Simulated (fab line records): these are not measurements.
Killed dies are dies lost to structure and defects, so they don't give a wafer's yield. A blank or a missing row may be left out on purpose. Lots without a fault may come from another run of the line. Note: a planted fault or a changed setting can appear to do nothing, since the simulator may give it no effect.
Which tool is to blame? / flow n5Finfet / 24 lots with 72 wafers sampled at 2 steps, on a route of 1938 steps

## WHAT THE GAUGES SHOWED, per wafer
N5_BEOL_M2_CD_MEAS_18: pitch 36 nm, target cd 18 nm. Usual: cdNm at 17.93 nm, with a standard deviation of 0.3.
lot=L074; measured=day 6 07:57; on=cdSem-01; cdNm (nm)=18.16 18.13 18.08; flag=
lot=L075; measured=day 6 21:10; on=cdSem-02; cdNm (nm)=18.38 17.81 18.62; flag=
lot=L076; measured=day 7 02:49; on=cdSem-02; cdNm (nm)=17.89 17.71 17.79; flag=
lot=L077; measured=day 7 13:32; on=cdSem-01; cdNm (nm)=17.95 18.28 17.93; flag=
lot=L079; measured=day 7 21:02; on=cdSem-01; cdNm (nm)=17.99 18.30 17.71; flag=
lot=L078; measured=day 7 22:42; on=cdSem-02; cdNm (nm)=17.86 18.04 17.75; flag=
lot=L080; measured=day 8 00:34; on=cdSem-02; cdNm (nm)=17.49 17.58 17.34; flag=
lot=L081; measured=day 8 10:37; on=cdSem-02; cdNm (nm)=17.86 17.84 17.84; flag=
lot=L082; measured=day 8 21:21; on=cdSem-01; cdNm (nm)=18.10 17.27 17.21; flag=
lot=L083; measured=day 8 23:40; on=cdSem-02; cdNm (nm)=18.48 17.43 18.02; flag=
lot=L085; measured=day 9 06:38; on=cdSem-01; cdNm (nm)=17.88 18.04 17.75; flag=
lot=L084; measured=day 9 06:46; on=cdSem-01; cdNm (nm)=17.94 18.42 17.38; flag=
lot=L086; measured=day 9 15:08; on=cdSem-02; cdNm (nm)=18.31 18.01 17.75; flag=
lot=L087; measured=day 9 16:40; on=cdSem-02; cdNm (nm)=17.74 18.31 17.47; flag=
lot=L088; measured=day 10 01:51; on=cdSem-03; cdNm (nm)=17.81 17.69 18.08; flag=
lot=L089; measured=day 10 16:48; on=cdSem-02; cdNm (nm)=17.84 17.79 18.10; flag=
lot=L091; measured=day 10 18:19; on=cdSem-02; cdNm (nm)=18.09 17.59 17.98; flag=
lot=L090; measured=day 10 19:52; on=cdSem-02; cdNm (nm)=18.08 18.11 17.92; flag=
lot=L092; measured=day 10 21:23; on=cdSem-02; cdNm (nm)=18.05 18.07 18.19; flag=
lot=L093; measured=day 11 03:38; on=cdSem-01; cdNm (nm)=18.06 17.90 18.27; flag=
lot=L094; measured=day 11 17:05; on=cdSem-03; cdNm (nm)=17.84 18.53 18.28; flag=
lot=L095; measured=day 11 22:24; on=cdSem-01; cdNm (nm)=17.89 18.11 17.85; flag=
lot=L096; measured=day 12 03:47; on=cdSem-02; cdNm (nm)=17.68 17.72 17.95; flag=
lot=L097; measured=day 12 10:14; on=cdSem-03; cdNm (nm)=18.14 18.40 18.16; flag=

## TOOL THAT RAN EACH LOT (tool first, then ch and the chambers of the sampled wafers, then the start)
lot=L074; N5_BEOL_M2_ETCH_63=rieDiel-05 ch 1,2,3, day 6 07:28
lot=L075; N5_BEOL_M2_ETCH_63=rieDiel-04 ch 0,2,3, day 6 20:47
lot=L076; N5_BEOL_M2_ETCH_63=rieDiel-05 ch 1,2,3, day 7 02:21
lot=L077; N5_BEOL_M2_ETCH_63=rieDiel-05 ch 0,1,2, day 7 13:02
lot=L079; N5_BEOL_M2_ETCH_63=rieDiel-04 ch 1,2, day 7 20:38
lot=L078; N5_BEOL_M2_ETCH_63=rieDiel-04 ch 0,1,3, day 7 22:19
lot=L080; N5_BEOL_M2_ETCH_63=rieDiel-03 ch 0,2, day 8 00:07
lot=L081; N5_BEOL_M2_ETCH_63=rieDiel-04 ch 1,2,3, day 8 10:06
lot=L082; N5_BEOL_M2_ETCH_63=rieDiel-03 ch 0,2,3, day 8 20:58
lot=L083; N5_BEOL_M2_ETCH_63=rieDiel-04 ch 0,2, day 8 23:16
lot=L085; N5_BEOL_M2_ETCH_63=rieDiel-03 ch 0,1, day 9 06:13
lot=L084; N5_BEOL_M2_ETCH_63=rieDiel-05 ch 0,3, day 9 06:23
lot=L086; N5_BEOL_M2_ETCH_63=rieDiel-04 ch 0,2,3, day 9 14:45
lot=L087; N5_BEOL_M2_ETCH_63=rieDiel-05 ch 0,1,2, day 9 16:17
lot=L088; N5_BEOL_M2_ETCH_63=rieDiel-05 ch 2,3, day 10 01:24
lot=L089; N5_BEOL_M2_ETCH_63=rieDiel-03 ch 0,1,3, day 10 16:22
lot=L091; N5_BEOL_M2_ETCH_63=rieDiel-05 ch 1,3, day 10 17:55
lot=L090; N5_BEOL_M2_ETCH_63=rieDiel-04 ch 0,2, day 10 19:29
lot=L092; N5_BEOL_M2_ETCH_63=rieDiel-04 ch 0,1,2, day 10 21:00
lot=L093; N5_BEOL_M2_ETCH_63=rieDiel-04 ch 0,1, day 11 03:15
lot=L094; N5_BEOL_M2_ETCH_63=rieDiel-03 ch 1,2,3, day 11 16:41
lot=L095; N5_BEOL_M2_ETCH_63=rieDiel-05 ch 1,2,3, day 11 22:01
lot=L096; N5_BEOL_M2_ETCH_63=rieDiel-05 ch 0,2,3, day 12 03:25
lot=L097; N5_BEOL_M2_ETCH_63=rieDiel-04 ch 0,1, day 12 09:47
- N5_BEOL_M2_ETCH_63: etches SiARC in CF4, target depth 15.6 nm, time 26 s.

## WHAT THE TOOLS THEMSELVES READ (means of the sampled wafers that have a number; where no wafer has one, the mark that the record gives instead)
N5_BEOL_M2_ETCH_63. Usual: drypumpMotorCurrentA 5.7 A, standard deviation 0.39; etchRfOnTimeS 25.7 s, standard deviation 0.58; oesProductAu 0.71 a.u., standard deviation 0.079; rfVppV 183.9 V, standard deviation 1.5; showerheadPlenumPTorr 2.13 Torr, standard deviation 0.097; throttleValvePct 15.68 %, standard deviation 0.23.
lot=L074; tool=rieDiel-05; drypumpMotorCurrentA (A)=5.4; etchRfOnTimeS (s)=25.4; oesProductAu (a.u.)=0.74; rfVppV (V)=184.4; showerheadPlenumPTorr (Torr)=2.15; throttleValvePct (%)=15.66; flag=
lot=L075; tool=rieDiel-04; drypumpMotorCurrentA (A)=6.2; etchRfOnTimeS (s)=25.8; oesProductAu (a.u.)=0.72; rfVppV (V)=184.4; showerheadPlenumPTorr (Torr)=2.16; throttleValvePct (%)=15.81; flag=
lot=L076; tool=rieDiel-05; drypumpMotorCurrentA (A)=5.4; etchRfOnTimeS (s)=25.4; oesProductAu (a.u.)=0.73; rfVppV (V)=184.2; showerheadPlenumPTorr (Torr)=2.14; throttleValvePct (%)=15.67; flag=
lot=L077; tool=rieDiel-05; drypumpMotorCurrentA (A)=5.6; etchRfOnTimeS (s)=25.4; oesProductAu (a.u.)=0.67; rfVppV (V)=183.4; showerheadPlenumPTorr (Torr)=2.09; throttleValvePct (%)=15.80; flag=
lot=L079; tool=rieDiel-04; drypumpMotorCurrentA (A)=6.0; etchRfOnTimeS (s)=25.3; oesProductAu (a.u.)=0.79; rfVppV (V)=183.9; showerheadPlenumPTorr (Torr)=2.10; throttleValvePct (%)=15.46; flag=
lot=L078; tool=rieDiel-04; drypumpMotorCurrentA (A)=6.2; etchRfOnTimeS (s)=25.4; oesProductAu (a.u.)=0.74; rfVppV (V)=183.8; showerheadPlenumPTorr (Torr)=2.17; throttleValvePct (%)=15.73; flag=
lot=L080; tool=rieDiel-03; drypumpMotorCurrentA (A)=5.6; etchRfOnTimeS (s)=26.6; oesProductAu (a.u.)=0.62; rfVppV (V)=183.3; showerheadPlenumPTorr (Torr)=2.09; throttleValvePct (%)=15.67; flag=
lot=L081; tool=rieDiel-04; drypumpMotorCurrentA (A)=6.2; etchRfOnTimeS (s)=25.5; oesProductAu (a.u.)=0.72; rfVppV (V)=184.0; showerheadPlenumPTorr (Torr)=2.10; throttleValvePct (%)=15.64; flag=
lot=L082; tool=rieDiel-03; drypumpMotorCurrentA (A)=5.6; etchRfOnTimeS (s)=26.5; oesProductAu (a.u.)=0.60; rfVppV (V)=183.2; showerheadPlenumPTorr (Torr)=2.11; throttleValvePct (%)=15.78; flag=
lot=L083; tool=rieDiel-04; drypumpMotorCurrentA (A)=6.0; etchRfOnTimeS (s)=25.5; oesProductAu (a.u.)=0.75; rfVppV (V)=185.0; showerheadPlenumPTorr (Torr)=2.16; throttleValvePct (%)=15.67; flag=
lot=L085; tool=rieDiel-03; drypumpMotorCurrentA (A)=5.7; etchRfOnTimeS (s)=25.8; oesProductAu (a.u.)=0.70; rfVppV (V)=182.1; showerheadPlenumPTorr (Torr)=2.04; throttleValvePct (%)=15.63; flag=
lot=L084; tool=rieDiel-05; drypumpMotorCurrentA (A)=5.1; etchRfOnTimeS (s)=26.1; oesProductAu (a.u.)=0.69; rfVppV (V)=184.2; showerheadPlenumPTorr (Torr)=2.20; throttleValvePct (%)=15.60; flag=
lot=L086; tool=rieDiel-04; drypumpMotorCurrentA (A)=6.1; etchRfOnTimeS (s)=25.7; oesProductAu (a.u.)=0.69; rfVppV (V)=184.5; showerheadPlenumPTorr (Torr)=2.16; throttleValvePct (%)=15.86; flag=
lot=L087; tool=rieDiel-05; drypumpMotorCurrentA (A)=5.5; etchRfOnTimeS (s)=25.5; oesProductAu (a.u.)=0.66; rfVppV (V)=183.3; showerheadPlenumPTorr (Torr)=2.08; throttleValvePct (%)=15.85; flag=
lot=L088; tool=rieDiel-05; drypumpMotorCurrentA (A)=5.2; etchRfOnTimeS (s)=26.1; oesProductAu (a.u.)=0.70; rfVppV (V)=184.2; showerheadPlenumPTorr (Torr)=2.16; throttleValvePct (%)=15.62; flag=
lot=L089; tool=rieDiel-03; drypumpMotorCurrentA (A)=5.7; etchRfOnTimeS (s)=26.1; oesProductAu (a.u.)=0.73; rfVppV (V)=183.9; showerheadPlenumPTorr (Torr)=2.12; throttleValvePct (%)=15.50; flag=
lot=L091; tool=rieDiel-05; drypumpMotorCurrentA (A)=5.1; etchRfOnTimeS (s)=26.5; oesProductAu (a.u.)=0.72; rfVppV (V)=184.8; showerheadPlenumPTorr (Torr)=2.23; throttleValvePct (%)=15.59; flag=
lot=L090; tool=rieDiel-04; drypumpMotorCurrentA (A)=6.1; etchRfOnTimeS (s)=25.4; oesProductAu (a.u.)=0.73; rfVppV (V)=184.7; showerheadPlenumPTorr (Torr)=2.21; throttleValvePct (%)=15.78; flag=
lot=L092; tool=rieDiel-04; drypumpMotorCurrentA (A)=6.0; etchRfOnTimeS (s)=25.2; oesProductAu (a.u.)=0.75; rfVppV (V)=184.2; showerheadPlenumPTorr (Torr)=2.15; throttleValvePct (%)=15.61; flag=
lot=L093; tool=rieDiel-04; drypumpMotorCurrentA (A)=6.1; etchRfOnTimeS (s)=25.4; oesProductAu (a.u.)=0.74; rfVppV (V)=185.0; showerheadPlenumPTorr (Torr)=2.22; throttleValvePct (%)=15.71; flag=
lot=L094; tool=rieDiel-03; drypumpMotorCurrentA (A)=5.6; etchRfOnTimeS (s)=25.9; oesProductAu (a.u.)=0.73; rfVppV (V)=183.9; showerheadPlenumPTorr (Torr)=2.17; throttleValvePct (%)=15.45; flag=
lot=L095; tool=rieDiel-05; drypumpMotorCurrentA (A)=5.4; etchRfOnTimeS (s)=25.7; oesProductAu (a.u.)=0.68; rfVppV (V)=184.0; showerheadPlenumPTorr (Torr)=2.13; throttleValvePct (%)=15.75; flag=
lot=L096; tool=rieDiel-05; drypumpMotorCurrentA (A)=5.4; etchRfOnTimeS (s)=25.6; oesProductAu (a.u.)=0.71; rfVppV (V)=184.1; showerheadPlenumPTorr (Torr)=2.10; throttleValvePct (%)=15.60; flag=
lot=L097; tool=rieDiel-04; drypumpMotorCurrentA (A)=6.1; etchRfOnTimeS (s)=25.4; oesProductAu (a.u.)=0.73; rfVppV (V)=183.6; showerheadPlenumPTorr (Torr)=2.15; throttleValvePct (%)=15.56; flag=

## THE ANSWER, worked out from the rows above alone
Rule: take the mean of a lot's wafers that have a number; if it is more than 3 standard deviations from the usual mean, the lot is off. A lot without any number at a reading at which 4 lots or more have one is off too. The other lots that the step has rows for count as sound. The gauges are gone through in route order, then the tools' own readings, and for those a lot's mean is taken as printed above. The first step at which some lot is off is used, and at that step the reading that is off furthest; a lot without a number counts as furthest.
None of the lots is off at any reading shown; this tells nothing.

## WHAT THE SIMULATOR HAD PUT IN
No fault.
